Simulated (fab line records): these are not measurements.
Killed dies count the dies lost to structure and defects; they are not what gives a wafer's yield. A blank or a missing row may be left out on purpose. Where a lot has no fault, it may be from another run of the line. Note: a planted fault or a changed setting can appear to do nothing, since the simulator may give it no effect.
fab line records    flow n5Finfet    part 1 of 2: steps 1 to 4 of 6
[record] lots = 21  wafers = 63  lastDay = 24
route steps=1938 shown MOL_CONTACT_COAG@529
lots that met no fault: taken from a fault-free run of the same line
startH: hours from the record's opening day to when the first of the lot's shown wafers began    waitH: how many hours have passed since the lot's step before this one    " same as the row above    L1.1+2: one row covering several wafers at once    - no value, or no start was given    * or withheld: withheld    < > ~ a bound
route shown NAME@n: NAME is a module with steps in the file, n the number in the route of the first one    usual: average and standard deviation across the fault-free wafers    same: alike in all rows    chamber/n: place in a boat    sites: each site's reading    _std_site: the values' standard deviation    _edge_site: outer sites' mean less inner sites'    radiusMm: for every site, how far away it sits from the centre of the wafer    mask NAME#n: copy n    behind: the last tool/chamber to shape the wafer    hold: the reason the lot was held/the length of the hold in hours/how it ended    device: which transistor (n, p or np) failed to switch    end of line: the same wafers' tests at the end of the route    step lacking rows: just its recipe    killed: dies that structure and defects cost at the first sort, which is not the same as the wafer's yield    map: per-die view of a wafer (x killed, . not killed, _ where there is no die)
set.NAME: setting as actually run; set.NAME@STEP: the setting as run at that earlier step    model.NAME: the simulator's own value behind a step, which no gauge read
a sample of lots followed through the steps of the route, with each step as a table and each wafer as a row
services: from which hour (startH, from the record's first day; less than 0 if before it) a tool's chamber was out of use, for how many hours, and why
[[steps]]
[step N5_MOL_CONTACT_COAG_DESCUM_13]
[recipe] chemistry = O2  timeS = 7  sourcePowerW = 50  biasPowerW = 20  pressureMtorr = 20  rfFrequencyHz = 2.712e+07  tempC = 40  resist = CAR-EUV  o2FlowSccm = 225
[usual] drypumpMotorCurrentA = 5.8/0.43  oesProductAu = 0.77/0.082  rfVppV = 243.2/1.5  showerheadPlenumPTorr = 2.11/0.09  throttleValvePct = 20.51/0.24
[same] timeS = 7
lot.wafer  tool        chamber  startH  waitH  drypumpMotorCurrentA  oesProductAu  rfHoursCounterH  rfVppV  showerheadPlenumPTorr  throttleValvePct
L074.2     rieDiel-02  0        92.19   0.1    6.5                   0.68          248              244.7   2.16                   20.96
L074.4     "           3        "       "      5.2                   0.69          -                243.8   2.17                   20.79
L074.5     "           0        "       "      6.5                   0.67          -                244.4   2.16                   20.96
L075.1     rieDiel-06  2        95.02   0.0    5.1                   0.78          141              243.4   2.10                   20.74
L075.4     "           0        "       "      5.0                   0.70          235              244.6   2.17                   20.64
L075.6     "           3        "       "      6.0                   0.80          -                240.8   1.94                   20.47
L077.2     rieDiel-02  0        107.88  0.0    6.5                   0.68          249              244.0   2.16                   20.97
L077.3     "           1        "       "      6.2                   0.90          20               244.8   2.23                   20.10
L077.6     "           2        "       "      5.7                   0.67          -                243.4   2.17                   20.90
L078.2     rieDiel-03  3        110.99  0.0    6.0                   0.71          192              241.7   1.99                   20.53
L078.4     "           0        "       "      6.1                   0.76          121              243.3   2.10                   20.60
L078.6     "           1        "       "      5.4                   0.79          -                244.6   2.19                   20.17
L079.1     rieDiel-06  0        118.15  0.5    5.1                   0.69          241              244.3   2.17                   20.65
L079.2     "           3        "       "      6.0                   0.81          108              240.7   1.94                   20.48
L079.3     "           2        "       "      5.1                   0.76          149              243.6   2.09                   20.75
L080.1     rieDiel-06  1        123.17  0.0    6.1                   0.68          234              241.9   2.06                   20.76
L080.5     "           3        "       "      6.0                   0.80          -                241.4   1.94                   20.47
L080.6     "           2        "       "      5.1                   0.76          -                243.4   2.09                   20.74
L081.2     rieDiel-03  1        129.44  0.0    5.4                   0.78          140              246.5   2.19                   20.18
L081.3     "           0        "       "      6.1                   0.76          128              243.6   2.10                   20.62
L081.5     "           1        "       "      5.4                   0.79          -                245.3   2.19                   20.19
L082.1     rieDiel-02  0        134.23  0.0    6.5                   0.93          2                244.5   2.16                   20.52
L082.5     "           0        "       "      6.5                   0.94          -                243.7   2.16                   20.49
L082.6     "           2        "       "      5.7                   0.66          -                242.7   2.17                   20.90
L083.1     rieDiel-02  1        142.13  0.1    6.1                   0.87          32               245.0   2.23                   20.11
L083.3     "           1        "       "      6.2                   0.87          -                245.4   2.23                   20.10
L083.4     "           2        "       "      5.7                   0.67          -                243.6   2.17                   20.90
L084.1     rieDiel-03  1        149.31  0.0    5.5                   0.79          146              245.8   2.19                   20.18
L084.2     "           3        "       "      6.0                   0.70          206              242.3   1.99                   20.57
L084.3     "           2        "       "      5.9                   0.75          174              241.5   2.00                   20.25
L087.2     rieDiel-06  2        166.30  0.6    5.1                   0.75          166              243.0   2.09                   20.78
L087.4     "           1        "       "      6.1                   0.67          -                242.4   2.06                   20.76
L087.6     "           3        "       "      5.9                   0.78          -                240.8   1.93                   20.51
L088.3     rieDiel-03  2        172.36  0.6    5.9                   0.74          184              242.6   1.99                   20.27
L088.4     "           0        "       "      6.1                   0.74          144              242.5   2.10                   20.65
L088.5     "           2        "       "      5.9                   0.74          -                241.2   1.99                   20.28
L086.2     rieDiel-02  3        174.09  0.0    5.2                   0.95          6                245.1   2.16                   20.43
L086.3     "           0        "       "      6.5                   0.89          19               242.6   2.15                   20.54
L086.4     "           1        "       "      6.1                   0.85          -                246.0   2.22                   20.15
L089.2     rieDiel-03  2        180.18  0.2    5.9                   0.74          186              242.2   1.99                   20.28
L089.4     "           1        "       "      5.5                   0.77          158              244.4   2.19                   20.22
L089.5     "           1        "       "      5.5                   0.77          -                243.5   2.18                   20.22
L090.2     rieDiel-03  3        185.20  0.1    6.0                   0.70          220              240.9   1.98                   20.59
L090.5     "           1        "       "      5.5                   0.77          -                246.0   2.18                   20.20
L090.6     "           0        "       "      6.1                   0.74          -                243.6   2.09                   20.64
L091.2     rieDiel-02  3        194.86  0.7    5.3                   0.92          16               242.3   2.16                   20.44
L091.4     "           1        "       "      6.2                   0.82          59               244.9   2.22                   20.16
L091.5     "           1        "       "      6.2                   0.82          -                244.5   2.22                   20.15
L093.2     rieDiel-03  0        204.55  0.3    6.1                   0.73          156              243.5   2.09                   20.66
L093.3     "           1        "       "      5.5                   0.76          169              242.7   2.18                   20.22
L093.4     "           3        "       "      6.0                   0.68          229              240.4   1.98                   20.60
L092.2     rieDiel-03  1        205.79  0.2    5.4                   0.76          169              244.1   2.18                   20.22
L092.3     "           2        "       "      5.9                   0.72          199              241.3   1.99                   20.31
L092.4     "           3        "       "      6.0                   0.68          230              241.9   1.98                   20.61
L094.3     rieDiel-03  3        215.72  0.2    6.0                   0.68          233              240.3   1.98                   20.61
L094.4     "           0        "       "      6.1                   0.74          160              243.8   2.09                   20.65
L094.6     "           3        "       "      6.1                   0.67          -                240.8   1.98                   20.61
L095.4     rieDiel-06  2        217.14  0.2    5.1                   0.74          194              243.4   2.08                   20.82
L095.5     "           3        "       "      5.9                   0.76          -                241.5   1.92                   20.54
L095.6     "           0        "       "      5.1                   0.94          -                242.8   2.16                   20.28
L096.1     rieDiel-02  1        225.70  0.0    6.2                   0.81          73               244.9   2.22                   20.18
L096.2     "           2        "       "      5.7                   0.94          19               244.4   2.15                   20.60
L096.6     "           1        "       "      6.2                   0.81          -                244.6   2.22                   20.19
[step N5_MOL_CONTACT_COAG_ETCH_59]
[recipe] chemistry = N2/H2  target = underlayer  targetDepthA = 130  maskMaterial = CAR-EUV  timeS = 10.4  ionEnergyEv = 200  pressureMtorr = 30  sourceW = 840  biasW = 150  n2FlowSccm = 200  h2FlowSccm = 200  ends = cleared
[usual] drypumpMotorCurrentA = 5.8/0.43  etchRfOnTimeS = 10.49/0.26  oesProductAu = 0.66/0.069  rfVppV = 524/3.1  showerheadPlenumPTorr = 2.55/0.11  throttleValvePct = 17.88/0.23
lot.wafer  tool        chamber  startH  waitH  drypumpMotorCurrentA  etchRfOnTimeS  oesProductAu  rfHoursCounterH  rfVppV  showerheadPlenumPTorr  throttleValvePct
L074.2     rieDiel-02  0        92.22   0.0    6.5                   10.94          0.58          248              528     2.60                   18.18
L074.4     "           3        "       "      5.2                   10.49          0.59          -                523     2.60                   18.11
L074.5     "           0        "       "      6.5                   11.07          0.57          -                526     2.60                   18.20
L075.1     rieDiel-06  2        95.06   0.0    5.1                   10.69          0.64          141              525     2.54                   18.06
L075.4     "           0        "       "      5.1                   10.31          0.60          235              526     2.62                   18.09
L075.6     "           3        "       "      5.9                   10.24          0.70          -                518     2.36                   17.89
L077.2     rieDiel-02  0        107.91  0.0    6.5                   10.82          0.57          249              525     2.60                   18.20
L077.3     "           1        "       "      6.2                   10.76          0.76          20               528     2.72                   17.50
L077.6     "           2        "       "      5.7                   10.44          0.58          -                524     2.62                   18.17
L078.2     rieDiel-03  3        111.02  0.0    6.0                   10.35          0.61          192              519     2.42                   17.98
L078.4     "           0        "       "      6.1                   10.50          0.66          121              525     2.53                   17.88
L078.6     "           1        "       "      5.5                   10.27          0.67          -                527     2.66                   17.54
L079.1     rieDiel-06  0        118.19  0.0    5.0                   10.38          0.60          241              524     2.61                   18.10
L079.2     "           3        "       "      6.0                   10.28          0.69          108              519     2.36                   17.88
L079.3     "           2        "       "      5.1                   10.59          0.65          149              522     2.53                   18.07
L080.1     rieDiel-06  1        123.20  0.0    6.1                   10.73          0.59          234              522     2.51                   18.25
L080.5     "           3        "       "      6.0                   10.31          0.69          -                518     2.36                   17.88
L080.6     "           2        "       "      5.1                   10.80          0.64          -                523     2.53                   18.06
L081.2     rieDiel-03  1        129.47  0.0    5.4                   10.28          0.67          140              527     2.66                   17.54
L081.3     "           0        "       "      6.1                   10.57          0.64          128              525     2.53                   17.89
L081.5     "           1        "       "      5.4                   10.34          0.67          -                527     2.66                   17.55
L082.1     rieDiel-02  0        134.26  0.0    6.5                   10.83          0.80          2                527     2.60                   17.69
L082.5     "           0        "       "      6.5                   10.79          0.80          -                525     2.60                   17.71
L082.6     "           2        "       "      5.7                   10.47          0.58          -                525     2.61                   18.17
L083.1     rieDiel-02  1        142.18  0.0    6.1                   10.94          0.72          32               527     2.71                   17.50
L083.3     "           1        "       "      6.2                   10.79          0.74          -                528     2.71                   17.50
L083.4     "           2        "       "      5.7                   10.52          0.58          -                527     2.61                   18.21
L084.1     rieDiel-03  1        149.34  0.0    5.4                   10.16          0.67          146              527     2.66                   17.55
L084.2     "           3        "       "      6.0                   10.31          0.61          206              520     2.41                   18.01
L084.3     "           2        "       "      5.9                   10.22          0.64          174              519     2.43                   17.75
L087.2     rieDiel-06  2        166.33  0.0    5.1                   10.61          0.63          166              525     2.53                   18.08
L087.4     "           1        "       "      6.1                   10.76          0.57          -                523     2.50                   18.29
L087.6     "           3        "       "      5.9                   10.31          0.66          -                517     2.35                   17.93
L088.3     rieDiel-03  2        172.39  0.0    5.9                   10.27          0.63          184              522     2.42                   17.77
L088.4     "           0        "       "      6.1                   10.61          0.63          144              524     2.52                   17.91
L088.5     "           2        "       "      5.9                   10.46          0.63          -                520     2.42                   17.75
L086.2     rieDiel-02  3        174.12  0.0    5.2                   9.98           0.82          6                526     2.59                   17.70
L086.3     "           0        "       "      6.5                   10.76          0.75          19               526     2.59                   17.76
L086.4     "           1        "       "      6.2                   10.73          0.71          -                528     2.71                   17.54
L089.2     rieDiel-03  2        180.21  0.0    5.9                   10.35          0.63          186              521     2.42                   17.76
L089.4     "           1        "       "      5.4                   10.24          0.66          158              528     2.65                   17.59
L089.5     "           1        "       "      5.5                   10.20          0.66          -                526     2.65                   17.59
L090.2     rieDiel-03  3        185.23  0.0    6.0                   10.28          0.60          220              518     2.40                   18.03
L090.5     "           1        "       "      5.4                   10.16          0.66          -                529     2.65                   17.61
L090.6     "           0        "       "      6.1                   10.58          0.63          -                523     2.52                   17.94
L091.2     rieDiel-02  3        194.89  0.0    5.2                   10.10          0.80          16               526     2.59                   17.70
L091.4     "           1        "       "      6.2                   11.10          0.69          59               527     2.70                   17.57
L091.5     "           1        "       "      6.2                   10.93          0.69          -                528     2.70                   17.58
L093.2     rieDiel-03  0        204.58  0.0    6.1                   10.53          0.63          156              524     2.52                   17.93
L093.3     "           1        "       "      5.5                   10.24          0.65          169              526     2.65                   17.59
L093.4     "           3        "       "      6.0                   10.32          0.59          229              520     2.40                   18.04
L092.2     rieDiel-03  1        205.83  0.0    5.4                   10.32          0.64          169              527     2.65                   17.60
L092.3     "           2        "       "      5.9                   10.42          0.62          199              521     2.42                   17.79
L092.4     "           3        "       "      6.0                   10.34          0.58          230              520     2.40                   18.06
L094.3     rieDiel-03  3        215.75  0.0    6.0                   10.31          0.59          233              520     2.40                   18.06
L094.4     "           0        "       "      6.1                   10.66          0.62          160              524     2.51                   17.94
L094.6     "           3        "       "      6.0                   10.40          0.59          -                521     2.40                   18.04
L095.4     rieDiel-06  2        217.18  0.0    5.1                   10.49          0.62          194              524     2.52                   18.15
L095.5     "           3        "       "      6.0                   10.19          0.65          -                517     2.34                   17.97
L095.6     "           0        "       "      5.0                   10.06          0.81          -                524     2.60                   17.72
L096.1     rieDiel-02  1        225.74  0.0    6.2                   10.88          0.68          73               529     2.70                   17.58
L096.2     "           2        "       "      5.7                   10.00          0.80          19               526     2.60                   17.84
L096.6     "           1        "       "      6.2                   10.79          0.69          -                526     2.70                   17.59
[step N5_MOL_CONTACT_COAG_STRIP_98]
[recipe] chemistry = N2/H2  powerW = 500  tempC = 40  pressureMtorr = 50  rfFrequencyHz = 6e+07  overashFraction = 0.3  biasPowerW = 8  h2Frac = 0.5  n2FlowSccm = 300  h2FlowSccm = 300
[usual] drypumpMotorCurrentA = 5.8/0.43  oesProductAu = 0.77/0.083  rfVppV = 54.1/1.3  showerheadPlenumPTorr = 3.37/0.14  throttleValvePct = 18.9/0.33
lot.wafer  tool        chamber  startH  waitH  drypumpMotorCurrentA  oesProductAu  rfHoursCounterH  rfVppV  showerheadPlenumPTorr  throttleValvePct
L074.2     rieDiel-02  0        92.51   0.0    6.5                   0.68          248              52.5    3.44                   18.9
L074.4     "           3        "       "      5.3                   0.69          -                53.5    3.43                   19.3
L074.5     "           0        "       "      6.6                   0.68          -                53.4    3.44                   18.9
L075.1     rieDiel-06  2        95.35   0.0    5.2                   0.77          141              56.2    3.35                   19.0
L075.4     "           0        "       "      5.0                   0.70          235              54.4    3.45                   19.6
L075.6     "           3        "       "      6.0                   0.81          -                52.7    3.13                   18.9
L077.2     rieDiel-02  0        108.21  0.0    6.5                   0.68          249              54.0    3.44                   18.9
L077.3     "           1        "       "      6.2                   0.89          20               54.6    3.58                   18.4
L077.6     "           2        "       "      5.7                   0.67          -                55.8    3.45                   19.1
L078.2     rieDiel-03  3        111.32  0.0    6.0                   0.70          192              55.3    3.20                   19.2
L078.4     "           0        "       "      6.1                   0.76          122              54.0    3.34                   18.9
L078.6     "           1        "       "      5.5                   0.80          -                54.6    3.51                   18.4
L079.1     rieDiel-06  0        118.48  0.0    5.0                   0.69          241              54.7    3.45                   19.6
L079.2     "           3        "       "      6.0                   0.81          108              52.7    3.12                   18.9
L079.3     "           2        "       "      5.2                   0.76          149              55.1    3.35                   19.0
L080.1     rieDiel-06  1        123.49  0.0    6.1                   0.69          234              52.8    3.32                   19.5
L080.5     "           3        "       "      6.0                   0.79          -                54.4    3.12                   18.9
L080.6     "           2        "       "      5.1                   0.78          -                54.0    3.35                   19.0
L081.2     rieDiel-03  1        129.76  0.0    5.4                   0.78          140              52.9    3.51                   18.4
L081.3     "           0        "       "      6.1                   0.76          128              54.9    3.34                   18.9
L081.5     "           1        "       "      5.5                   0.78          -                54.0    3.51                   18.4
L082.1     rieDiel-02  0        134.55  0.0    6.6                   0.93          2                53.3    3.43                   18.5
L082.5     "           0        "       "      6.5                   0.94          -                56.5    3.43                   18.5
L082.6     "           2        "       "      5.7                   0.67          -                56.7    3.45                   19.1
L083.1     rieDiel-02  1        142.62  0.0    6.2                   0.88          32               52.5    3.58                   18.5
L083.3     "           1        "       "      6.2                   0.86          -                53.8    3.58                   18.5
L083.4     "           2        "       "      5.7                   0.68          -                54.4    3.45                   19.1
L084.1     rieDiel-03  1        149.63  0.0    5.5                   0.78          146              55.4    3.50                   18.4
L084.2     "           3        "       "      6.0                   0.70          206              54.8    3.19                   19.2
L084.3     "           2        "       "      5.9                   0.76          174              55.4    3.21                   18.9
L087.2     rieDiel-06  2        166.62  0.0    5.1                   0.75          166              52.7    3.34                   19.0
L087.4     "           1        "       "      6.2                   0.66          -                54.4    3.31                   19.5
L087.6     "           3        "       "      6.0                   0.79          -                52.2    3.11                   18.9
L088.3     rieDiel-03  2        172.69  0.0    5.9                   0.75          184              52.3    3.21                   18.9
L088.4     "           0        "       "      6.1                   0.74          144              54.6    3.33                   18.9
L088.5     "           2        "       "      5.9                   0.74          -                54.2    3.21                   18.9
L086.2     rieDiel-02  3        174.42  0.0    5.2                   0.95          6                53.4    3.42                   19.0
L086.3     "           0        "       "      6.5                   0.88          19               54.8    3.42                   18.5
L086.4     "           1        "       "      6.2                   0.84          -                54.0    3.57                   18.5
L089.2     rieDiel-03  2        180.51  0.0    5.9                   0.75          187              52.1    3.20                   18.9
L089.4     "           1        "       "      5.5                   0.76          158              53.8    3.50                   18.4
L089.5     "           1        "       "      5.4                   0.77          -                53.5    3.50                   18.5
L090.2     rieDiel-03  3        185.53  0.0    6.0                   0.71          220              54.6    3.18                   19.3
L090.5     "           1        "       "      5.5                   0.77          -                52.1    3.49                   18.5
L090.6     "           0        "       "      6.1                   0.75          -                53.7    3.33                   18.9
L091.2     rieDiel-02  3        195.19  0.0    5.2                   0.92          16               54.1    3.42                   19.0
L091.4     "           1        "       "      6.1                   0.84          59               55.0    3.56                   18.5
L091.5     "           1        "       "      6.2                   0.83          -                55.5    3.56                   18.5
L093.2     rieDiel-03  0        204.87  0.0    6.1                   0.72          156              55.5    3.33                   18.9
L093.3     "           1        "       "      5.4                   0.75          169              53.6    3.49                   18.5
L093.4     "           3        "       "      6.1                   0.69          229              52.7    3.18                   19.2
L092.2     rieDiel-03  1        206.12  0.0    5.5                   0.76          170              54.8    3.49                   18.5
L092.3     "           2        "       "      5.9                   0.73          199              49.8    3.20                   19.0
L092.4     "           3        "       "      6.1                   0.68          230              53.9    3.18                   19.3
L094.3     rieDiel-03  3        216.04  0.0    6.0                   0.68          234              56.4    3.18                   19.3
L094.4     "           0        "       "      6.1                   0.72          161              52.0    3.32                   18.9
L094.6     "           3        "       "      6.0                   0.68          -                55.9    3.18                   19.3
L095.4     rieDiel-06  2        217.47  0.0    5.1                   0.73          194              54.5    3.32                   19.1
L095.5     "           3        "       "      6.0                   0.76          -                54.3    3.10                   18.9
L095.6     "           0        "       "      5.0                   0.95          -                56.6    3.43                   19.2
L096.1     rieDiel-02  1        226.03  0.0    6.2                   0.80          73               51.9    3.55                   18.5
L096.2     "           2        "       "      5.7                   0.93          19               53.8    3.43                   18.8
L096.6     "           1        "       "      6.2                   0.81          -                55.2    3.55                   18.6
[step N5_MOL_CONTACT_COAG_CMP_23]
[recipe] stopOn = SiO2  tOverpolishS = 1.5  postCmpClean = cuAlkaline  downForcePsi = 2  platenRpm = 50.289  padVelocityMS = 1.0006  targetThkNm = 0
[usual] edgeZonePressureFrac = 1.000/0.0053  motorCurrentA = 7.4/0.88  overpolishRunS = 1.500/0.0091  timeToEndpointS = 9.6/2.6
lot.wafer  tool    chamber  startH  waitH  edgeZonePressureFrac  motorCurrentA  overpolishRunS  timeToEndpointS
L074.2     cmp-02  3        97.13   0.1    0.995                 8.3            1.499           9.0
L074.4     "       0        "       "      0.995                 6.0            1.497           12.9
L074.5     "       2        "       "      1.016                 6.5            1.500           9.3
L075.1     cmp-03  2        101.38  0.0    1.002                 8.3            1.496           8.5
L075.4     "       3        "       "      0.991                 8.0            1.507           9.5
L075.6     "       3        "       "      0.992                 7.8            1.499           9.5
L077.3     cmp-02  1        113.76  0.0    1.001                 6.3            1.501           7.3
L077.2     "       2        "       "      1.003                 6.4            1.512           10.5
L077.6     "       2        "       "      1.004                 6.7            1.499           11.8
L078.2     cmp-04  2        120.25  0.0    1.001                 7.3            1.497           13.8
L078.4     "       3        "       "      1.002                 7.8            1.497           15.6
L078.6     "       3        "       "      1.007                 7.7            1.494           15.2
L079.2     cmp-04  2        124.03  0.1    0.992                 7.1            1.501           10.5
L079.3     "       3        "       "      0.999                 7.7            1.506           14.3
L079.1     "       0        "       "      0.996                 9.5            1.488           8.8
L080.1     cmp-02  1        132.07  0.1    1.002                 6.5            1.502           12.5
L080.5     "       1        "       "      0.999                 6.0            1.532           10.9
L080.6     "       2        "       "      0.995                 6.5            1.486           12.7
L081.2     cmp-02  0        138.91  0.0    1.004                 6.3            1.510           8.6
L081.3     "       1        "       "      0.999                 6.8            1.497           4.7
L081.5     "       0        "       "      1.004                 6.3            1.510           8.2
L082.1     cmp-02  0        142.24  0.1    1.001                 6.3            1.483           9.1
L082.5     "       1        "       "      0.998                 6.2            1.500           8.2
L082.6     "       2        "       "      0.996                 6.2            1.512           10.3
L083.4     cmp-02  0        146.67  0.1    0.990                 6.2            1.504           9.3
L083.1     "       1        "       "      1.001                 6.0            1.509           5.2
L083.3     "       2        "       "      1.000                 6.7            1.520           9.3
L084.2     cmp-04  1        155.46  0.1    1.011                 7.3            1.487           10.2
L084.1     "       2        "       "      1.002                 7.2            1.510           12.7
L084.3     "       3        "       "      1.001                 7.8            1.506           10.2
L087.2     cmp-02  3        171.98  0.0    1.002                 8.1            1.512           4.1
L087.4     "       0        "       "      0.998                 6.3            1.508           8.9
L087.6     "       3        "       "      1.002                 8.1            1.495           3.4
L088.3     cmp-03  0        178.84  0.1    0.999                 7.1            1.505           10.3
L088.4     "       1        "       "      0.993                 7.7            1.502           11.5
L088.5     "       2        "       "      0.995                 7.8            1.500           10.1
L086.2     cmp-04  2        181.78  0.0    1.001                 7.1            1.501           11.5
L086.3     "       3        "       "      0.994                 7.6            1.511           14.5
L086.4     "       1        "       "      1.005                 7.9            1.509           12.9
L089.4     cmp-03  2        185.87  0.1    0.999                 8.4            1.498           13.8
L089.2     "       3        "       "      0.994                 7.9            1.496           12.2
L089.5     "       0        "       "      0.997                 6.9            1.491           11.0
L090.2     cmp-02  3        191.34  0.1    1.006                 9.0            1.506           6.5
L090.6     "       0        "       "      1.007                 6.5            1.494           8.5
L090.5     "       1        "       "      1.005                 6.2            1.511           7.7
L091.2     cmp-02  2        200.90  0.1    1.004                 6.4            1.497           9.1
L091.4     "       3        "       "      1.011                 8.4            1.500           7.9
L091.5     "       0        "       "      1.003                 6.6            1.489           13.3
L092.2     cmp-04  0        210.25  0.0    0.998                 8.4            1.502           5.2
L092.3     "       1        "       "      1.006                 7.6            1.500           10.2
L092.4     "       2        "       "      0.992                 7.0            1.501           8.6
L093.4     cmp-03  0        210.27  0.1    0.988                 6.6            1.503           8.2
L093.3     "       1        "       "      0.990                 8.1            1.496           11.6
L093.2     "       2        "       "      1.001                 8.3            1.500           9.4
L094.3     cmp-03  2        223.81  0.2    1.004                 8.5            1.517           10.0
L094.4     "       0        "       "      1.002                 7.5            1.498           8.1
L094.6     "       2        "       "      1.003                 8.1            1.496           10.6
L095.4     cmp-02  3        224.15  0.1    0.996                 8.8            1.504           7.7
L095.5     "       2        "       "      0.999                 6.5            1.505           9.5
L095.6     "       3        "       "      0.991                 8.5            1.503           7.4
L096.2     cmp-02  2        231.31  0.0    1.005                 6.5            1.498           5.2
L096.1     "       1        "       "      0.996                 6.6            1.501           4.6
L096.6     "       3        "       "      0.997                 8.1            1.496           5.1
